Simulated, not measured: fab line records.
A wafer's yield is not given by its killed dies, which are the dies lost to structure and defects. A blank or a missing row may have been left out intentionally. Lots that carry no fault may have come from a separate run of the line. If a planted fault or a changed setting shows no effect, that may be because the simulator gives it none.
Which tool did it?    flow nand_harc    15 lots with 45 wafers sampled at 3 steps, on a route of 1159 steps

== WHAT THE GAUGES SHOWED, per wafer ==
NHARC_P_M0_THK_MEAS_24: measures by xrf.
lot   measured      on             thk_nm (nm)
L806  day 8 09:35   film_metro-01  117.8 116.4 118.3
L808  day 8 09:53   film_metro-01  119.9 119.5 118.3
L805  day 8 13:40   film_metro-02  117.8 118.2 119.6
L809  day 8 14:32   film_metro-01  115.6 117.9 117.9
L812  day 8 23:23   film_metro-01  118.9 117.2 115.0
L811  day 9 00:46   film_metro-01  117.1 118.0 118.4
L810  day 9 01:23   film_metro-02  119.3 118.6 116.2
L815  day 9 09:43   film_metro-02  117.4 117.5 118.2
L817  day 9 11:16   film_metro-01  116.8 117.4 115.6
L816  day 9 11:52   film_metro-02  116.5 116.8 116.6
L818  day 9 12:26   film_metro-01  117.7 116.3 116.7
L824  day 10 13:19  film_metro-02  117.8 121.4 118.8
L825  day 10 18:27  film_metro-01  118.6 117.7 118.1
L828  day 11 09:31  film_metro-02  116.0 118.7 116.3
L827  day 11 10:10  film_metro-01  120.2 121.4 118.9

NHARC_P_M0_INSPECT_27.
lot   measured      on                 raw_defect_count
L806  day 8 09:46   defect_inspect-02  172 139 175
L808  day 8 10:04   defect_inspect-02  202 204 193
L805  day 8 13:51   defect_inspect-01  295 303 279
L809  day 8 14:43   defect_inspect-01  510 580 274
L812  day 8 23:33   defect_inspect-02  260 225 148
L811  day 9 00:59   defect_inspect-02  609 696 337
L810  day 9 01:32   defect_inspect-02  468 309 208
L815  day 9 09:52   defect_inspect-02  374 489 346
L817  day 9 11:25   defect_inspect-02  785 857 687
L816  day 9 12:01   defect_inspect-01  183 227 186
L818  day 9 12:36   defect_inspect-01  368 305 307
L824  day 10 13:29  defect_inspect-01  159 305 187
L825  day 10 18:36  defect_inspect-01  232 281 200
L828  day 11 09:40  defect_inspect-01  307 275 441
L827  day 11 10:19  defect_inspect-02  385 178 82

== EACH LOT AND THE TOOL THAT RAN IT (in order: tool; ch and the chambers of the sampled wafers; start) ==
lot   NHARC_P_M0_PVD_21
L806  pvd_sputter-03, day 8 09:35 or earlier
L808  pvd_sputter-01, day 8 09:53 or earlier
L805  pvd_sputter-02, day 8 13:40 or earlier
L809  pvd_sputter-01, day 8 14:32 or earlier
L812  pvd_sputter-03, day 8 23:23 or earlier
L811  pvd_sputter-01, day 9 00:46 or earlier
L810  pvd_sputter-02, day 9 01:23 or earlier
L815  pvd_sputter-01, day 9 09:43 or earlier
L817  pvd_sputter-03, day 9 11:16 or earlier
L816  pvd_sputter-01, day 9 11:52 or earlier
L818  pvd_sputter-03, day 9 12:26 or earlier
L824  pvd_sputter-03, day 10 13:19 or earlier
L825  pvd_sputter-02, day 10 18:27 or earlier
L828  pvd_sputter-01, day 11 09:31 or earlier
L827  pvd_sputter-02, day 11 10:10 or earlier
- NHARC_P_M0_PVD_21: deposits Cu, target thk 30 nm, time 20.49 s.

== WHAT THE TOOLS THEMSELVES READ (means of the sampled wafers that have a number; where no wafer has one, the mark that the record gives instead) ==
NHARC_P_M0_PVD_21.
lot   tool            chamber_pressure_pa (Pa)  throttle_valve_pct (%)
L806  pvd_sputter-03  5.001                     29.2
L808  pvd_sputter-01  5.001                     30.7
L805  pvd_sputter-02  5.003                     29.8
L809  pvd_sputter-01  5.002                     30.5
L812  pvd_sputter-03  4.996                     29.3
L811  pvd_sputter-01  4.991                     30.6
L810  pvd_sputter-02  5.004                     29.8
L815  pvd_sputter-01  5.004                     30.9
L817  pvd_sputter-03  4.996                     30.1
L816  pvd_sputter-01  4.991                     30.7
L818  pvd_sputter-03  4.994                     27.9
L824  pvd_sputter-03  4.990                     30.2
L825  pvd_sputter-02  5.002                     29.8
L828  pvd_sputter-01  4.999                     30.8
L827  pvd_sputter-02  5.001                     29.5

== THE ANSWER, worked out from the rows above alone ==
Rule: the usual values come from the lots themselves. The widest of any qualifying gaps counts: lots, ordered by their means at a reading, are off when they make up no more than a third of the lots, leave a main group of 4 or more, and stand apart from it by 3 or more times the standard deviation of that group's means. A main group is skipped when, at the precision printed for the reading in the tables above, its means are all equal. Also off: a lot with no number at a reading for which 4 or more lots have one. Any other lot the step has rows for is counted as sound. After the gauges, taken in route order, come the tools' own readings; for these a lot's mean is taken, as printed above. The first step at which some lot is off is used, and at that step the reading that is off furthest; a lot without a number counts as furthest.
No lot is off at any reading shown: from this, nothing can be told.

== WHAT HAD BEEN PUT IN BY THE SIMULATOR ==
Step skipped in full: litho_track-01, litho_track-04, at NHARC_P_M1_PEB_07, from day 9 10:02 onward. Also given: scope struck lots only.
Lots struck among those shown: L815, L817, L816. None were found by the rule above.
